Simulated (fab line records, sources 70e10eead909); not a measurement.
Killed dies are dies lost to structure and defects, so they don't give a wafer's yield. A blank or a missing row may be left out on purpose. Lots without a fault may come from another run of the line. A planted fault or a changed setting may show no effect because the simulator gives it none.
Which tool did it? | flow nand_harc | 12 lots, 36 wafers sampled, at 4 steps of a route of 1302

WHAT THE GAUGES READ, wafer by wafer
NHARC_A_SGD_CUT_THK_MEAS_22: measures by ellipsometry.
lot  | measured     | on            | thk_nm (nm)
L075 | day 20 00:31 | film_metro-02 | 147.5 148.4 148.3
L077 | day 20 10:25 | film_metro-02 | 145.6 148.9 147.9
L079 | day 21 03:01 | film_metro-02 | 147.8 147.1 148.9
L081 | day 22 13:27 | film_metro-02 | 147.7 150.6 148.7
L082 | day 22 22:47 | film_metro-02 | 148.6 144.1 148.0
L084 | day 24 02:10 | film_metro-01 | 147.9 148.3 149.2
L089 | day 24 16:43 | film_metro-01 | 146.8 146.6 147.9
L088 | day 24 16:43 | film_metro-01 | 148.0 149.1 146.9
L090 | day 26 04:11 | film_metro-02 | 148.0 148.8 146.7
L094 | day 27 07:23 | film_metro-01 | 145.8 146.7 147.7
L096 | day 28 03:37 | film_metro-01 | 149.5 149.0 148.6
L097 | day 29 13:17 | film_metro-02 | 150.5 149.4 151.5

WHICH TOOL RAN EACH LOT (tool, then ch and the chambers of the sampled wafers, then the start)
lot  | NHARC_A_STAIRCASE_DEP_322       | NHARC_A_SGD_CUT_ETCH_59                       | NHARC_A_SGD_CUT_STRIP_17
L075 | pecvd-03 ch 0,2, day 18 15:39   | rie_diel-09 ch 1,2, day 20 00:31 or earlier   | rie_diel-09 ch 0,1,3, day 20 00:31 or earlier
L077 | pecvd-02 ch 0,2, day 19 01:53   | rie_diel-02 ch 1,2,3, day 20 10:25 or earlier | rie_diel-02 ch 1,2,3, day 20 10:25 or earlier
L079 | pecvd-02 ch 1,2, day 19 18:44   | rie_diel-09 ch 0,1,3, day 21 03:01 or earlier | rie_diel-09 ch 0,2,3, day 21 03:01 or earlier
L081 | pecvd-02 ch 0,1,2, day 20 22:20 | rie_diel-02 ch 0,3, day 22 13:27 or earlier   | rie_diel-02 ch 1,2,3, day 22 13:27 or earlier
L082 | pecvd-03 ch 0,1,2, day 21 13:53 | rie_diel-11 ch 1,2, day 22 22:47 or earlier   | rie_diel-11 ch 0,2,3, day 22 22:47 or earlier
L084 | pecvd-04 ch 0,1,2, day 22 15:09 | rie_diel-02 ch 0,2,3, day 24 02:10 or earlier | rie_diel-02 ch 0,1,3, day 24 02:10 or earlier
L089 | pecvd-02 ch 0,1, day 23 09:07   | rie_diel-09 ch 1,2,3, day 24 16:43 or earlier | rie_diel-09 ch 1,2,3, day 24 16:43 or earlier
L088 | pecvd-04 ch 0,1,2, day 23 09:13 | rie_diel-02 ch 0,2, day 24 16:43 or earlier   | rie_diel-02 ch 2,3, day 24 16:43 or earlier
L090 | pecvd-03 ch 0,2, day 24 21:23   | rie_diel-02 ch 0,1,2, day 26 04:11 or earlier | rie_diel-02 ch 0,1,3, day 26 04:11 or earlier
L094 | pecvd-03 ch 0,1, day 25 21:39   | rie_diel-09 ch 1,2,3, day 27 07:23 or earlier | rie_diel-09 ch 0,1,3, day 27 07:23 or earlier
L096 | pecvd-03 ch 0,1,2, day 26 17:16 | rie_diel-11 ch 1,2, day 28 03:37 or earlier   | rie_diel-11 ch 0,2, day 28 03:37 or earlier
L097 | pecvd-03 ch 0,2, day 28 02:50   | rie_diel-11 ch 2,3, day 29 13:17 or earlier   | rie_diel-11 ch 0,1, day 29 13:17 or earlier
- NHARC_A_STAIRCASE_DEP_322: deposits SiO2, target thk 7200 nm.
- NHARC_A_SGD_CUT_ETCH_59: etches the open film in N2/H2, target depth 260 nm, time 406.25 s.
- NHARC_A_SGD_CUT_STRIP_17: strips in O2.

THE ANSWER, worked out from the rows above alone
Rule: what is usual is taken from the lots themselves. Put in order of their means at a reading, lots are off if they are a third of the lots or fewer, leave a main group of 4 or more, and stand apart from it by a gap of 3 or more times the standard deviation of the main group's means; of several such gaps the widest counts. A main group whose means are all the same, to the digits that the tables above print for the reading, isn't used. A lot without any number at a reading at which 4 lots or more have one is off too. The other lots that the step has rows for count as sound.
No lot is off at any reading shown: from this, nothing can be told.

WHAT THE SIMULATOR HAD PUT IN
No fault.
